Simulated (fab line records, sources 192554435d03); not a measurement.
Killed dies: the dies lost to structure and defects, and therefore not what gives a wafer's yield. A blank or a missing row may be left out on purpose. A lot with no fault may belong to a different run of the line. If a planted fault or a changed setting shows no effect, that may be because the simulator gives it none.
3 desks, one fault    flow n5Finfet    only its own numbers are on each desk; what lay behind them is given at the end

## AT THE METROLOGY DESK
Means of the sampled wafers that have a number, per lot and without regard to the tool the lot ran on: this is what the gauges read. Any lot whose mean is over 4 standard deviations away from the usual mean is out of limits and marked OUT; that distance is given in the brackets.
Columns: A = cdNm at N5_BEOL_M11_CD_MEAS_28, usual 69.8 nm; B = V10_OVL at N5_BEOL_M11_OVL_MEAS_29, usual 0.3 nm; C = trenchDepthNm at N5_BEOL_M11_OCD_MEAS_38, usual 148.1 nm; D = cdNm at N5_BEOL_M11_CD_MEAS_35, usual 70.2 nm; E = M11_THK at N5_BEOL_M11_THK_MEAS_53, usual 138 nm
lot   first seen here  A     B     C      D     E
L943  day 11 03:40     68.8  1.4   149.3  69.7  141
L954  day 13 23:00     69.9  -0.1  146.0  70.2  134
L959  day 14 16:04     69.5  0.7   147.2  70.3  136
L964  day 15 18:05     70.4  -0.1  149.5  70.8  141
L963  day 15 18:26     70.4  0.5   150.6  71.3  140
Result from this desk: across the 5 lots, nothing is out of limits.

## AT THE TOOL OWNER'S DESK: rieDiel-06
The tool's own readings at N5_BEOL_M11_TRENCH_ETCH_37 (etches SiCOH lowk in C4F6/O2, target depth 148.83 nm, time 48 s): means of the sampled wafers that have a number, for each lot that ran on this tool. Any lot whose mean is over 4 standard deviations away from the usual mean is out of limits and marked OUT; that distance is given in the brackets.
Columns: A = biasW at N5_BEOL_M11_TRENCH_ETCH_37, usual 185.0 W; B = drypumpMotorCurrentA at N5_BEOL_M11_TRENCH_ETCH_37, usual 5.6 A; C = oesProductAu at N5_BEOL_M11_TRENCH_ETCH_37, usual 0.79 a.u.; D = rfFwdPowerW at N5_BEOL_M11_TRENCH_ETCH_37, usual 341.0 W; E = rfVppV at N5_BEOL_M11_TRENCH_ETCH_37, usual 662 V; F = showerheadPlenumPTorr at N5_BEOL_M11_TRENCH_ETCH_37, usual 2.87 Torr; G = throttleValvePct at N5_BEOL_M11_TRENCH_ETCH_37, usual 20.75 %
lot   first seen here  A                B    C     D      E    F     G
L943  day 11 04:04     184.3            5.4  0.80  341.4  660  2.85  21.04
L959  day 14 16:28     175.1 (-19) OUT  5.5  0.85  340.5  639  2.89  20.81
Finding of this desk: L959 out of limits; the first was L959 at day 14 16:28, on biasW at N5_BEOL_M11_TRENCH_ETCH_37. L943: within limits.

## THE DEFECT DESK
Lot by lot, what the route's inspections counted, given as the mean of those sampled wafers with a number. Any lot whose mean is over 4 standard deviations away from the usual mean is out of limits and marked OUT; that distance is given in the brackets.
Columns: A = rawDefectCount at N5_BEOL_M11_INSPECT_30, usual 423
lot   first seen here  A
L943  day 11 03:43     475
L954  day 13 23:03     537
L959  day 14 16:07     446
L964  day 15 18:08     321
L963  day 15 18:29     485
Result from this desk: across the 5 lots, nothing is out of limits.

## PUT TOGETHER
The tool owner's desk had the chance to raise an alarm at day 14 16:28 on L959.
At the metrology desk, nothing out of limits was observed.
Nothing out of limits was seen by the defect desk.
The metrology desk has L959 on record, within its limits.
The defect desk has L959 on record, within its limits.
N5_BEOL_M11_TRENCH_ETCH_37 was run on rieDiel-06 by each of the lots named.

## WHAT HAD BEEN PUT IN BY THE SIMULATOR
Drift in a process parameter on rieDiel-06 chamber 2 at N5_BEOL_M11_TRENCH_ETCH_37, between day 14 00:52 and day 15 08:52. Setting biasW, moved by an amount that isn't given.
Lots struck among those shown: L959.
Each desk's first reading out of limits, in hours after the fault started: the tool owner's desk, 16.
